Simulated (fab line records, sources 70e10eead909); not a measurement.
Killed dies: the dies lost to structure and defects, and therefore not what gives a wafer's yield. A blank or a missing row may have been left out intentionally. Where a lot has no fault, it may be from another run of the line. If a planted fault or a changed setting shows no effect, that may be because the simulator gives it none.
Which of the tools did it?    flow nandHarc    11 lots, 33 wafers sampled, at 5 steps of a route of 1302

## WHAT THE GAUGES SHOWED, per wafer
NHARC_END_SORT_01. Usual: killedAtArray 64, standard deviation 16; killedAtOther 1.0, standard deviation 1.1; killedAtPeriphery 3.5, standard deviation 2.3; killedDies 69, standard deviation 17; killedOpen 3.2, standard deviation 1.6; killedShort 2.4, standard deviation 1.6.
lot   measured      on         killedAtArray  killedAtOther  killedAtPeriphery  killedDies   killedOpen  killedShort  flag
L440  day 29 02:22  prober-01  673 674 675    1 1 2          3 2 0              677 677 677  6 3 4       1 4 3        OFF
L441  day 30 03:11  prober-01  674 673 672    2 1 1          1 3 4              677 677 677  2 7 3       1 2 1        OFF
L444  day 31 05:57  prober-01  52             0              3                  55           1           1            

## TOOL THAT RAN EACH LOT (tool first, then ch and the chambers of the sampled wafers, then the start)
lot   NHARC_A_STAIRCASE_TRIM_14                     NHARC_A_STAIRCASE_TRIM_16                     NHARC_A_STAIRCASE_TRIM_22          NHARC_A_STAIRCASE_ETCH_23
L429  rieDiel-05 ch 0,3, day 15 18:23 or earlier    rieDiel-05 ch 0,2,3, day 15 18:23 or earlier  rieDiel-04 ch 1,2, day 15 18:23    rieDiel-04 ch 2,3, no start
L430  rieDiel-05 ch 0,2,3, day 16 02:39 or earlier  rieDiel-05 ch 0,2,3, day 16 02:39 or earlier  rieDiel-05 ch 1,2,3, day 16 02:39  rieDiel-05 ch 0,2,3, no start
L440  rieDiel-04 ch 0,1,3, day 20 14:01 or earlier  rieDiel-04 ch 0,1,2, day 20 14:01 or earlier  rieDiel-11 ch 0,3, day 20 14:01    rieDiel-11 ch 0,1,2, day 29 02:22 or earlier
L441  rieDiel-11 ch 0,1,2, day 21 03:29 or earlier  rieDiel-11 ch 0,2,3, day 21 03:29 or earlier  rieDiel-04 ch 0,2,3, day 21 03:29  rieDiel-04 ch 0,1,3, day 30 03:11 or earlier
L443  rieDiel-05 ch 0,1,2, day 21 13:02 or earlier  rieDiel-05 ch 1,2,3, day 21 13:02 or earlier  rieDiel-11 ch 0,1,2, day 21 13:02  rieDiel-11 ch 1,2, no start
L444  rieDiel-05 ch 1,2,3, day 22 13:35 or earlier  rieDiel-05 ch 0,2, day 22 13:35 or earlier    rieDiel-04 ch 0,2, day 22 13:35    rieDiel-04 ch 0,2,3, day 31 05:57 or earlier
L445  rieDiel-04 ch 1,2, day 22 09:47 or earlier    rieDiel-04 ch 2,3, day 22 09:47 or earlier    rieDiel-11 ch 0,2,3, day 22 09:47  rieDiel-11 ch 0,1,3, no start
L446  rieDiel-11 ch 0,1,3, day 22 10:10 or earlier  rieDiel-11 ch 0,1,3, day 22 10:10 or earlier  rieDiel-04 ch 0,1,3, day 22 10:10  rieDiel-04 ch 0,2,3, no start
L448  rieDiel-04 ch 1,2,3, day 23 17:02 or earlier  rieDiel-04 ch 2,3, day 23 17:02 or earlier    rieDiel-11 ch 0,2,3, day 23 17:02  rieDiel-11 ch 0,2,3, no start
L449  rieDiel-05 ch 1,2,3, day 23 21:22 or earlier  rieDiel-05 ch 0,1,2, day 23 21:22 or earlier  rieDiel-11 ch 0,1,3, day 23 21:22  rieDiel-11 ch 0,1,3, no start
L452  rieDiel-04 ch 1,3, day 25 13:50 or earlier    rieDiel-04 ch 0,1,3, day 25 13:50 or earlier  rieDiel-04 ch 1,2, day 25 13:50    rieDiel-04 ch 0,3, no start
- NHARC_A_STAIRCASE_TRIM_14: chemistry O2, time 211.2 s.
- NHARC_A_STAIRCASE_TRIM_16: chemistry O2, time 211.2 s.
- NHARC_A_STAIRCASE_TRIM_22: chemistry O2, time 211.2 s.
- NHARC_A_STAIRCASE_ETCH_23: etches the open film in C4F8/O2, target depth 100 nm, time 40.5 s.

## WHAT THE TOOLS THEMSELVES READ (means of the sampled wafers that have a number; where no wafer has one, the mark that the record gives instead)
NHARC_A_STAIRCASE_TRIM_14. Usual: chamberPressureMTorr 60.01 mTorr, standard deviation 0.057; drypumpMotorCurrentA 5.8 A, standard deviation 0.53; oesProductAu 1.000 a.u., standard deviation 0.0098; rfVppV 57.6 V, standard deviation 0.9; showerheadPlenumPTorr 3.50 Torr, standard deviation 0.17; throttleValvePct 17.037 %, standard deviation 0.0083.
lot   tool        chamberPressureMTorr (mTorr)  drypumpMotorCurrentA (A)  oesProductAu (a.u.)  rfVppV (V)  showerheadPlenumPTorr (Torr)  throttleValvePct (%)  flag
L429  rieDiel-05  59.91                         5.1                       1.001                56.9        3.41                          17.034                
L430  rieDiel-05  60.03                         5.6                       0.994                57.1        3.44                          17.045                
L440  rieDiel-04  59.98                         5.6                       1.002                58.0        3.53                          17.043                
L441  rieDiel-11  60.03                         5.9                       0.999                57.7        3.47                          17.044                
L443  rieDiel-05  59.99                         6.2                       1.000                57.2        3.47                          17.040                
L444  rieDiel-05  60.06                         6.0                       1.001                56.7        3.52                          17.046                
L445  rieDiel-04  59.97                         5.6                       0.988                58.2        3.60                          17.035                
L446  rieDiel-11  60.00                         6.0                       0.992                57.7        3.63                          17.031                
L448  rieDiel-04  59.99                         5.8                       1.000                57.7        3.58                          17.032                
L449  rieDiel-05  59.98                         6.0                       0.991                57.9        3.51                          17.034                
L452  rieDiel-04  59.99                         5.7                       1.001                58.5        3.64                          17.043                

NHARC_A_STAIRCASE_TRIM_16. Usual: chamberPressureMTorr 59.99 mTorr, standard deviation 0.056; drypumpMotorCurrentA 5.8 A, standard deviation 0.53; oesProductAu 1.002 a.u., standard deviation 0.01; rfVppV 57.7 V, standard deviation 0.93; showerheadPlenumPTorr 3.51 Torr, standard deviation 0.17; throttleValvePct 17.036 %, standard deviation 0.0087.
lot   tool        chamberPressureMTorr (mTorr)  drypumpMotorCurrentA (A)  oesProductAu (a.u.)  rfVppV (V)  showerheadPlenumPTorr (Torr)  throttleValvePct (%)  flag
L429  rieDiel-05  59.96                         5.6                       0.994                58.2        3.44                          17.038                
L430  rieDiel-05  59.98                         5.6                       0.986                57.1        3.44                          17.036                
L440  rieDiel-04  59.97                         5.4                       1.007                57.9        3.54                          17.032                
L441  rieDiel-11  59.93                         5.9                       1.009                57.6        3.52                          17.042                
L443  rieDiel-05  59.99                         6.0                       0.997                58.1        3.52                          17.039                
L444  rieDiel-05  59.95                         6.0                       0.998                58.0        3.44                          17.028                
L445  rieDiel-04  60.03                         6.1                       0.996                58.1        3.50                          17.036                
L446  rieDiel-11  59.97                         6.0                       0.994                58.2        3.63                          17.036                
L448  rieDiel-04  59.95                         6.0                       1.007                58.0        3.49                          17.043                
L449  rieDiel-05  60.02                         6.2                       0.992                58.3        3.46                          17.032                
L452  rieDiel-04  60.03                         5.6                       1.013                57.4        3.51                          17.039                

NHARC_A_STAIRCASE_TRIM_22. Usual: chamberPressureMTorr 60.00 mTorr, standard deviation 0.052; drypumpMotorCurrentA 5.9 A, standard deviation 0.48; oesProductAu 1.001 a.u., standard deviation 0.0094; rfVppV 57.8 V, standard deviation 0.95; showerheadPlenumPTorr 3.51 Torr, standard deviation 0.17; throttleValvePct 17.037 %, standard deviation 0.0087.
lot   tool        chamberPressureMTorr (mTorr)  drypumpMotorCurrentA (A)  oesProductAu (a.u.)  rfVppV (V)  showerheadPlenumPTorr (Torr)  throttleValvePct (%)  flag
L429  rieDiel-04  59.98                         5.6                       0.996                58.5        3.63                          17.036                
L430  rieDiel-05  60.00                         6.0                       0.997                57.4        3.37                          17.042                
L440  rieDiel-11  -                             -                         -                    -           -                             -                     OFF
L441  rieDiel-04  -                             -                         -                    -           -                             -                     OFF
L443  rieDiel-11  60.01                         6.0                       0.997                58.6        3.46                          17.028                
L444  rieDiel-04  60.01                         5.5                       0.994                56.4        3.46                          17.038                
L445  rieDiel-11  59.93                         5.9                       1.002                58.1        3.51                          17.030                
L446  rieDiel-04  60.03                         5.6                       1.007                58.0        3.52                          17.045                
L448  rieDiel-11  60.00                         6.0                       1.000                58.4        3.51                          17.037                
L449  rieDiel-11  60.01                         6.0                       1.010                58.3        3.62                          17.029                
L452  rieDiel-04  60.02                         5.5                       1.002                58.2        3.66                          17.043                

NHARC_A_STAIRCASE_ETCH_23. Usual: oesProductAu 0.948 a.u., standard deviation 0.013; rfVppV 895 V, standard deviation 6.3.
lot   tool        oesProductAu (a.u.)  rfVppV (V)  flag
L429  rieDiel-04  0.945                896         
L430  rieDiel-05  0.925                892         
L440  rieDiel-11  0.959                894         
L441  rieDiel-04  0.958                895         
L443  rieDiel-11  0.935                896         
L444  rieDiel-04  0.942                893         
L445  rieDiel-11  0.941                900         
L446  rieDiel-04  0.938                893         
L448  rieDiel-11  0.959                895         
L449  rieDiel-11  0.944                899         
L452  rieDiel-04  0.953                891         

## THE ANSWER, worked out from the rows above alone
Rule: a lot is off if the mean of its wafers that have a number lies more than 3 standard deviations from the usual mean. Also off: a lot with no number at a reading for which 4 or more lots have one. Where the step has rows for the other lots, those lots are counted as sound. Order of review: gauges by route order, followed by the tools' own readings, for which a lot's mean as printed above is used. The first step at which some lot is off is used, and at that step the reading that is off furthest; a lot without a number counts as furthest.
Off at NHARC_END_SORT_01 (killedAtArray): L440, L441. Neither off nor sound, because the step has no rows for them: L429, L430, L443, L445, L446, L448, L449, L452.
If a tool, at a process step before that reading, ran all the lots that are off and no sound lot after the first of them, it fits. Not tried: the gauges at NHARC_END_SORT_01; whatever is off there is also off at NHARC_A_STAIRCASE_TRIM_22, on other tools, and gauge error can't account for it. NHARC_A_STAIRCASE_TRIM_14 gives no start for some lots, so the hours and the order of its lots are those of NHARC_A_STAIRCASE_TRIM_22. NHARC_A_STAIRCASE_TRIM_16 gives no start for some lots, so the hours and the order of its lots are those of NHARC_A_STAIRCASE_TRIM_22. NHARC_A_STAIRCASE_ETCH_23 gives no start for some lots, so the hours and the order of its lots are those of NHARC_END_SORT_01. Of those tried, none fits.

## WHAT HAD BEEN PUT IN BY THE SIMULATOR
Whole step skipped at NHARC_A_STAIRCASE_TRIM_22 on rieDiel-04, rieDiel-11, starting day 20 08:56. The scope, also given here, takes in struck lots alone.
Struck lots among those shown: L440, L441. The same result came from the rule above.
